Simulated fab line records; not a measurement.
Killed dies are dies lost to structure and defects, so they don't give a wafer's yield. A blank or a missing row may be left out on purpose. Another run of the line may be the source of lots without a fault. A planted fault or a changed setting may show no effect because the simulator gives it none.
The tool behind it: which one? + flow n5Finfet + 22 lots with 66 wafers sampled at 5 steps, on a route of 1938 steps

## WHAT EACH GAUGE READ, for each wafer
N5_GATE_CUT_THK_MEAS_24. Usual: GC_FILL_THK typically reads 220.9 nm, with standard deviation 2.4.
| lot  | measured     | on           | GC_FILL_THK (nm)  | flag |
|------|--------------|--------------|-------------------|------|
| L074 | day 4 17:41  | filmMetro-01 | 224.0 222.2 224.0 |      |
| L075 | day 4 19:12  | filmMetro-02 | 223.8 223.0 226.3 |      |
| L076 | day 5 02:07  | filmMetro-02 | 221.8 219.7 223.3 |      |
| L078 | day 5 12:54  | filmMetro-01 | 219.7 220.4 221.3 |      |
| L079 | day 5 23:44  | filmMetro-01 | 219.0 221.6 224.8 |      |
| L080 | day 6 01:42  | filmMetro-01 | 219.5 219.7 217.8 |      |
| L082 | day 6 16:56  | filmMetro-01 | 219.6 218.7 223.2 |      |
| L083 | day 6 20:19  | filmMetro-02 | 223.7 223.8 222.5 |      |
| L084 | day 7 09:58  | filmMetro-01 | 217.2 222.8 217.6 |      |
| L085 | day 7 11:55  | filmMetro-01 | 222.5 224.2 222.3 |      |
| L086 | day 7 18:02  | filmMetro-02 | 216.6 221.2 222.7 |      |
| L087 | day 8 00:06  | filmMetro-01 | 218.7 220.0 220.6 |      |
| L088 | day 8 02:14  | filmMetro-02 | 220.2 219.5 221.4 |      |
| L089 | day 8 07:59  | filmMetro-02 | 222.2 220.6 220.5 |      |
| L090 | day 8 15:16  | filmMetro-01 | 216.7 214.2 216.7 |      |
| L091 | day 8 20:10  | filmMetro-02 | 217.3 216.9 223.4 |      |
| L092 | day 9 05:14  | filmMetro-02 | 216.4 222.2 221.0 |      |
| L093 | day 9 10:59  | filmMetro-01 | 219.3 223.0 222.1 |      |
| L094 | day 9 15:39  | filmMetro-01 | 221.9 222.1 224.2 |      |
| L095 | day 10 01:47 | filmMetro-02 | 219.3 221.2 222.0 |      |
| L097 | day 10 10:58 | filmMetro-01 | 221.8 222.8 223.8 |      |
| L096 | day 10 12:26 | filmMetro-02 | 219.8 221.6 219.2 |      |

## WHAT TOOL EACH LOT RAN ON (gives the tool, then ch and the chambers of the sampled wafers, and finally the start)
| lot  | N5_GATE_CUT_ETCH_37               | N5_GATE_CUT_STRIP_41              | N5_GATE_CUT_STRIP_42              | N5_GATE_CUT_CUT_ETCH_54          |
|------|-----------------------------------|-----------------------------------|-----------------------------------|----------------------------------|
| L074 | rieDiel-02 ch 0,3, day 4 13:42    | rieDiel-02 ch 0,3, day 4 13:51    | rieDiel-02 ch 0,3, day 4 13:52    | rieMetal-03 ch 0,1, day 4 14:06  |
| L075 | rieDiel-03 ch 0,1,3, day 4 16:39  | rieDiel-03 ch 0,1,3, day 4 16:48  | rieDiel-03 ch 0,1,3, day 4 16:49  | rieMetal-02 ch 0,1, day 4 17:02  |
| L076 | rieDiel-03 ch 0,1,2, day 4 23:28  | rieDiel-03 ch 0,1,2, day 4 23:37  | rieDiel-03 ch 0,1,2, day 4 23:38  | rieMetal-02 ch 0,1, day 4 23:51  |
| L078 | rieDiel-03 ch 0,1, day 5 10:22    | rieDiel-03 ch 0,1, day 5 10:30    | rieDiel-03 ch 0,1, day 5 10:31    | rieMetal-02 ch 0,1, day 5 10:44  |
| L079 | rieDiel-03 ch 1,2,3, day 5 20:40  | rieDiel-03 ch 1,2,3, day 5 20:49  | rieDiel-03 ch 1,2,3, day 5 20:50  | rieMetal-02 ch 0,1, day 5 21:04  |
| L080 | rieDiel-04 ch 0,1,3, day 5 23:07  | rieDiel-04 ch 0,1,3, day 5 23:16  | rieDiel-04 ch 0,1,3, day 5 23:17  | rieMetal-03 ch 0,1, day 5 23:29  |
| L082 | rieDiel-04 ch 0,2, day 6 14:23    | rieDiel-04 ch 0,2, day 6 14:32    | rieDiel-04 ch 0,2, day 6 14:33    | rieMetal-03 ch 0,1, day 6 14:46  |
| L083 | rieDiel-03 ch 0,1, day 6 17:46    | rieDiel-03 ch 0,1, day 6 17:55    | rieDiel-03 ch 0,1, day 6 17:56    | rieMetal-02 ch 0,1, day 6 18:10  |
| L084 | rieDiel-02 ch 0,1,3, day 7 06:23  | rieDiel-02 ch 0,1,3, day 7 06:31  | rieDiel-02 ch 0,1,3, day 7 06:32  | rieMetal-03 ch 0,1, day 7 06:45  |
| L085 | rieDiel-03 ch 0,2,3, day 7 09:20  | rieDiel-03 ch 0,2,3, day 7 09:29  | rieDiel-03 ch 0,2,3, day 7 09:31  | rieMetal-03 ch 0,1, day 7 09:43  |
| L086 | rieDiel-03 ch 0,3, day 7 15:30    | rieDiel-03 ch 0,3, day 7 15:39    | rieDiel-03 ch 0,3, day 7 15:40    | rieMetal-03 ch 0,1, day 7 15:52  |
| L087 | rieDiel-04 ch 0,1,3, day 7 21:34  | rieDiel-04 ch 0,1,3, day 7 21:42  | rieDiel-04 ch 0,1,3, day 7 21:43  | rieMetal-01 ch 0,1, day 7 21:56  |
| L088 | rieDiel-02 ch 0,1,2, day 7 23:42  | rieDiel-02 ch 0,1,2, day 7 23:50  | rieDiel-02 ch 0,1,2, day 7 23:52  | rieMetal-02 ch 0,1, day 8 00:04  |
| L089 | rieDiel-04 ch 0,1,3, day 8 05:25  | rieDiel-04 ch 0,1,3, day 8 05:32  | rieDiel-04 ch 0,1,3, day 8 05:34  | rieMetal-03 ch 0,1, day 8 05:46  |
| L090 | rieDiel-03 ch 0,1,3, day 8 11:36  | rieDiel-03 ch 0,1,3, day 8 11:44  | rieDiel-03 ch 0,1,3, day 8 11:46  | rieMetal-02 ch 0,1, day 8 11:58  |
| L091 | rieDiel-03 ch 0,1, day 8 15:49    | rieDiel-03 ch 0,1, day 8 15:57    | rieDiel-03 ch 0,1, day 8 15:58    | rieMetal-03 ch 0,1, day 8 16:11  |
| L092 | rieDiel-04 ch 1,2,3, day 9 02:41  | rieDiel-04 ch 1,2,3, day 9 02:49  | rieDiel-04 ch 1,2,3, day 9 02:50  | rieMetal-02 ch 0,1, day 9 03:03  |
| L093 | rieDiel-03 ch 1,2,3, day 9 08:25  | rieDiel-03 ch 1,2,3, day 9 08:34  | rieDiel-03 ch 1,2,3, day 9 08:35  | rieMetal-02 ch 0,1, day 9 08:47  |
| L094 | rieDiel-02 ch 2,3, day 9 13:07    | rieDiel-02 ch 2,3, day 9 13:15    | rieDiel-02 ch 2,3, day 9 13:16    | rieMetal-03 ch 0, day 9 13:29    |
| L095 | rieDiel-03 ch 0,1, day 9 23:14    | rieDiel-03 ch 0,1, day 9 23:22    | rieDiel-03 ch 0,1, day 9 23:23    | rieMetal-01 ch 0,1, day 9 23:36  |
| L097 | rieDiel-04 ch 1,2,3, day 10 08:07 | rieDiel-04 ch 1,2,3, day 10 08:16 | rieDiel-04 ch 1,2,3, day 10 08:17 | rieMetal-03 ch 0,1, day 10 08:29 |
| L096 | rieDiel-04 ch 0,1,3, day 10 08:31 | rieDiel-04 ch 0,1,3, day 10 08:40 | rieDiel-04 ch 0,1,3, day 10 08:41 | rieMetal-02 ch 0,1, day 10 08:54 |
- N5_GATE_CUT_ETCH_37: etches SOC in N2/H2, target depth 60 nm, overetch 12 nm, time 90 s.
- N5_GATE_CUT_STRIP_41: strips in CF4.
- N5_GATE_CUT_STRIP_42: strips in O2.
- N5_GATE_CUT_CUT_ETCH_54: etches TiN in Cl2/BCl3, target depth 96.7 nm.

## WHAT THE TOOLS THEMSELVES READ (means of the sampled wafers that have a number; where no wafer has one, the mark that the record gives instead)
N5_GATE_CUT_ETCH_37. Usual: drypumpMotorCurrentA 5.8 A, standard deviation 0.38; oesProductAu 0.72 a.u., standard deviation 0.073; rfVppV 523.8 V, standard deviation 2.7; showerheadPlenumPTorr 2.54 Torr, standard deviation 0.094; throttleValvePct 17.88 %, standard deviation 0.21.
| lot  | tool       | drypumpMotorCurrentA (A) | oesProductAu (a.u.) | rfVppV (V) | showerheadPlenumPTorr (Torr) | throttleValvePct (%) | flag |
|------|------------|--------------------------|---------------------|------------|------------------------------|----------------------|------|
| L074 | rieDiel-02 | 5.3                      | 0.69                | 521.6      | 2.49                         | 17.80                |      |
| L075 | rieDiel-03 | 5.8                      | 0.68                | 526.4      | 2.62                         | 18.03                |      |
| L076 | rieDiel-03 | 5.6                      | 0.69                | 524.7      | 2.59                         | 18.05                |      |
| L078 | rieDiel-03 | 5.7                      | 0.63                | 524.7      | 2.60                         | 18.20                |      |
| L079 | rieDiel-03 | 5.9                      | 0.72                | 525.9      | 2.63                         | 17.90                |      |
| L080 | rieDiel-04 | 6.2                      | 0.70                | 522.3      | 2.48                         | 17.86                |      |
| L082 | rieDiel-04 | 6.1                      | 0.68                | 520.9      | 2.43                         | 17.88                |      |
| L083 | rieDiel-03 | 5.5                      | 0.64                | 524.2      | 2.56                         | 18.24                |      |
| L084 | rieDiel-02 | 5.2                      | 0.73                | 522.6      | 2.46                         | 17.76                |      |
| L085 | rieDiel-03 | 5.8                      | 0.72                | 525.6      | 2.60                         | 17.93                |      |
| L086 | rieDiel-03 | 6.0                      | 0.70                | 526.5      | 2.62                         | 17.92                |      |
| L087 | rieDiel-04 | 6.2                      | 0.77                | 522.4      | 2.47                         | 17.73                |      |
| L088 | rieDiel-02 | 5.3                      | 0.71                | 521.2      | 2.46                         | 17.79                |      |
| L089 | rieDiel-04 | 6.2                      | 0.76                | 521.8      | 2.47                         | 17.73                |      |
| L090 | rieDiel-03 | 5.8                      | 0.74                | 525.2      | 2.61                         | 17.93                |      |
| L091 | rieDiel-03 | 5.5                      | 0.72                | 525.1      | 2.56                         | 18.11                |      |
| L092 | rieDiel-04 | 5.9                      | 0.80                | 524.8      | 2.55                         | 17.66                |      |
| L093 | rieDiel-03 | 5.9                      | 0.76                | 525.6      | 2.62                         | 17.78                |      |
| L094 | rieDiel-02 | 5.6                      | 0.64                | 522.9      | 2.53                         | 17.82                |      |
| L095 | rieDiel-03 | 5.5                      | 0.71                | 522.7      | 2.55                         | 18.13                |      |
| L097 | rieDiel-04 | 5.9                      | 0.78                | 523.1      | 2.55                         | 17.68                |      |
| L096 | rieDiel-04 | 6.2                      | 0.74                | 521.5      | 2.46                         | 17.77                |      |

N5_GATE_CUT_STRIP_41. Usual: drypumpMotorCurrentA 5.8 A, standard deviation 0.38; oesProductAu 0.184 a.u., standard deviation 0.019; rfVppV 271.1 V, standard deviation 1.6; showerheadPlenumPTorr 1.80 Torr, standard deviation 0.058; throttleValvePct 13.63 %, standard deviation 0.22.
| lot  | tool       | drypumpMotorCurrentA (A) | oesProductAu (a.u.) | rfVppV (V) | showerheadPlenumPTorr (Torr) | throttleValvePct (%) | flag |
|------|------------|--------------------------|---------------------|------------|------------------------------|----------------------|------|
| L074 | rieDiel-02 | 5.3                      | 0.177               | 270.8      | 1.76                         | 13.60                |      |
| L075 | rieDiel-03 | 5.8                      | 0.172               | 272.1      | 1.84                         | 13.76                |      |
| L076 | rieDiel-03 | 5.6                      | 0.179               | 271.6      | 1.82                         | 13.76                |      |
| L078 | rieDiel-03 | 5.7                      | 0.164               | 271.5      | 1.82                         | 13.89                |      |
| L079 | rieDiel-03 | 5.9                      | 0.182               | 272.5      | 1.84                         | 13.62                |      |
| L080 | rieDiel-04 | 6.2                      | 0.179               | 270.3      | 1.76                         | 13.65                |      |
| L082 | rieDiel-04 | 6.1                      | 0.179               | 269.3      | 1.74                         | 13.74                |      |
| L083 | rieDiel-03 | 5.5                      | 0.161               | 270.4      | 1.81                         | 13.95                |      |
| L084 | rieDiel-02 | 5.2                      | 0.188               | 269.9      | 1.73                         | 13.47                |      |
| L085 | rieDiel-03 | 5.8                      | 0.184               | 272.0      | 1.83                         | 13.70                |      |
| L086 | rieDiel-03 | 6.0                      | 0.185               | 272.1      | 1.85                         | 13.73                |      |
| L087 | rieDiel-04 | 6.2                      | 0.199               | 270.4      | 1.75                         | 13.49                |      |
| L088 | rieDiel-02 | 5.3                      | 0.184               | 269.8      | 1.73                         | 13.46                |      |
| L089 | rieDiel-04 | 6.2                      | 0.198               | 270.1      | 1.75                         | 13.50                |      |
| L090 | rieDiel-03 | 5.8                      | 0.191               | 272.0      | 1.83                         | 13.63                |      |
| L091 | rieDiel-03 | 5.5                      | 0.186               | 271.7      | 1.81                         | 13.80                |      |
| L092 | rieDiel-04 | 5.9                      | 0.207               | 270.8      | 1.80                         | 13.42                |      |
| L093 | rieDiel-03 | 5.9                      | 0.197               | 272.1      | 1.84                         | 13.48                |      |
| L094 | rieDiel-02 | 5.6                      | 0.165               | 271.3      | 1.78                         | 13.66                |      |
| L095 | rieDiel-03 | 5.5                      | 0.181               | 271.0      | 1.81                         | 13.81                |      |
| L097 | rieDiel-04 | 5.9                      | 0.201               | 270.6      | 1.80                         | 13.43                |      |
| L096 | rieDiel-04 | 6.2                      | 0.189               | 269.9      | 1.75                         | 13.53                |      |

N5_GATE_CUT_STRIP_42. Usual: drypumpMotorCurrentA 5.8 A, standard deviation 0.38; oesProductAu 0.80 a.u., standard deviation 0.088; rfVppV 3.6 V, standard deviation 0.46; showerheadPlenumPTorr 2.10 Torr, standard deviation 0.077; throttleValvePct 16.73 %, standard deviation 0.23.
| lot  | tool       | drypumpMotorCurrentA (A) | oesProductAu (a.u.) | rfVppV (V) | showerheadPlenumPTorr (Torr) | throttleValvePct (%) | flag |
|------|------------|--------------------------|---------------------|------------|------------------------------|----------------------|------|
| L074 | rieDiel-02 | 5.3                      | 0.78                | 3.8        | 2.05                         | 16.72                |      |
| L075 | rieDiel-03 | 5.8                      | 0.77                | 3.6        | 2.16                         | 16.89                |      |
| L076 | rieDiel-03 | 5.6                      | 0.78                | 3.8        | 2.13                         | 16.87                |      |
| L078 | rieDiel-03 | 5.7                      | 0.71                | 3.2        | 2.14                         | 16.99                |      |
| L079 | rieDiel-03 | 5.9                      | 0.81                | 3.8        | 2.16                         | 16.73                |      |
| L080 | rieDiel-04 | 6.2                      | 0.77                | 4.3        | 2.04                         | 16.70                |      |
| L082 | rieDiel-04 | 6.1                      | 0.76                | 3.8        | 2.03                         | 16.81                |      |
| L083 | rieDiel-03 | 5.5                      | 0.72                | 3.3        | 2.12                         | 17.08                |      |
| L084 | rieDiel-02 | 5.2                      | 0.82                | 3.7        | 2.04                         | 16.60                |      |
| L085 | rieDiel-03 | 5.8                      | 0.80                | 3.6        | 2.15                         | 16.82                |      |
| L086 | rieDiel-03 | 6.0                      | 0.78                | 3.5        | 2.17                         | 16.85                |      |
| L087 | rieDiel-04 | 6.2                      | 0.87                | 3.6        | 2.03                         | 16.57                |      |
| L088 | rieDiel-02 | 5.3                      | 0.80                | 3.7        | 2.02                         | 16.53                |      |
| L089 | rieDiel-04 | 6.2                      | 0.86                | 3.2        | 2.03                         | 16.57                |      |
| L090 | rieDiel-03 | 5.8                      | 0.83                | 3.6        | 2.15                         | 16.78                |      |
| L091 | rieDiel-03 | 5.5                      | 0.81                | 3.3        | 2.12                         | 16.94                |      |
| L092 | rieDiel-04 | 5.9                      | 0.91                | 4.0        | 2.11                         | 16.54                |      |
| L093 | rieDiel-03 | 5.9                      | 0.86                | 3.7        | 2.15                         | 16.61                |      |
| L094 | rieDiel-02 | 5.5                      | 0.71                | 3.7        | 2.08                         | 16.72                |      |
| L095 | rieDiel-03 | 5.5                      | 0.79                | 3.9        | 2.11                         | 16.96                |      |
| L097 | rieDiel-04 | 5.9                      | 0.89                | 3.2        | 2.11                         | 16.57                |      |
| L096 | rieDiel-04 | 6.2                      | 0.83                | 3.6        | 2.03                         | 16.61                |      |

N5_GATE_CUT_CUT_ETCH_54. Usual: drypumpMotorCurrentA 6.0 A, standard deviation 0.41; etchRfOnTimeS 36.5 s, standard deviation 0.52; mfcCl2Sccm 53.24 sccm, standard deviation 0.15; oesProductAu 0.75 a.u., standard deviation 0.074; throttleValvePct 22.22 %, standard deviation 0.24.
| lot  | tool        | drypumpMotorCurrentA (A) | etchRfOnTimeS (s) | mfcCl2Sccm (sccm) | oesProductAu (a.u.) | throttleValvePct (%) | flag |
|------|-------------|--------------------------|-------------------|-------------------|---------------------|----------------------|------|
| L074 | rieMetal-03 | 6.4                      | 36.4              | 53.20             | 0.85                | 22.13                |      |
| L075 | rieMetal-02 | 5.7                      | 36.5              | 53.12             | 0.70                | 22.27                |      |
| L076 | rieMetal-02 | 5.9                      | 36.7              | 53.25             | 0.72                | 22.44                |      |
| L078 | rieMetal-02 | 5.7                      | 36.8              | 53.34             | 0.69                | 22.29                |      |
| L079 | rieMetal-02 | 5.8                      | 36.6              | 53.20             | 0.69                | 22.27                |      |
| L080 | rieMetal-03 | 6.4                      | 36.8              | 53.32             | 0.80                | 22.14                |      |
| L082 | rieMetal-03 | 6.3                      | 36.6              | 53.21             | 0.82                | 22.14                |      |
| L083 | rieMetal-02 | 5.7                      | 36.3              | 53.20             | 0.69                | 22.28                |      |
| L084 | rieMetal-03 | 6.4                      | 36.9              | 53.25             | 0.79                | 22.15                |      |
| L085 | rieMetal-03 | 6.3                      | 36.1              | 53.30             | 0.81                | 22.14                |      |
| L086 | rieMetal-03 | 6.4                      | 36.0              | 53.31             | 0.79                | 22.14                |      |
| L087 | rieMetal-01 | 5.2                      | 37.0              | 53.36             | 0.73                | 22.12                |      |
| L088 | rieMetal-02 | 5.7                      | 36.5              | 53.28             | 0.68                | 22.28                |      |
| L089 | rieMetal-03 | 6.3                      | 36.0              | 53.37             | 0.80                | 22.15                |      |
| L090 | rieMetal-02 | 5.9                      | 36.8              | 53.30             | 0.69                | 22.47                |      |
| L091 | rieMetal-03 | 6.3                      | 36.1              | 53.45             | 0.80                | 22.15                |      |
| L092 | rieMetal-02 | 5.7                      | 36.3              | 53.22             | 0.67                | 22.29                |      |
| L093 | rieMetal-02 | 5.7                      | 36.9              | 53.41             | 0.67                | 22.31                |      |
| L094 | rieMetal-03 | 6.3                      | 36.1              | 53.29             | 0.81                | 22.15                |      |
| L095 | rieMetal-01 | 5.7                      | 36.0              | 53.20             | 0.87                | 21.73                |      |
| L097 | rieMetal-03 | 6.4                      | 36.4              | 53.12             | 0.77                | 22.16                |      |
| L096 | rieMetal-02 | 5.7                      | 36.6              | 53.28             | 0.66                | 22.29                |      |

## THE ANSWER, worked out from the rows above alone
Rule: take the mean of a lot's wafers that have a number; if it is more than 3 standard deviations from the usual mean, the lot is off. Also off: a lot with no number at a reading for which 4 or more lots have one. Any other lot the step has rows for is counted as sound. Order of review: gauges by route order, followed by the tools' own readings, for which a lot's mean as printed above is used. The first step at which some lot is off is used, and at that step the reading that is off furthest; a lot without a number counts as furthest.
Nothing can be told from this: no lot is off at any reading shown.

## WHAT THE SIMULATOR HAD PUT IN
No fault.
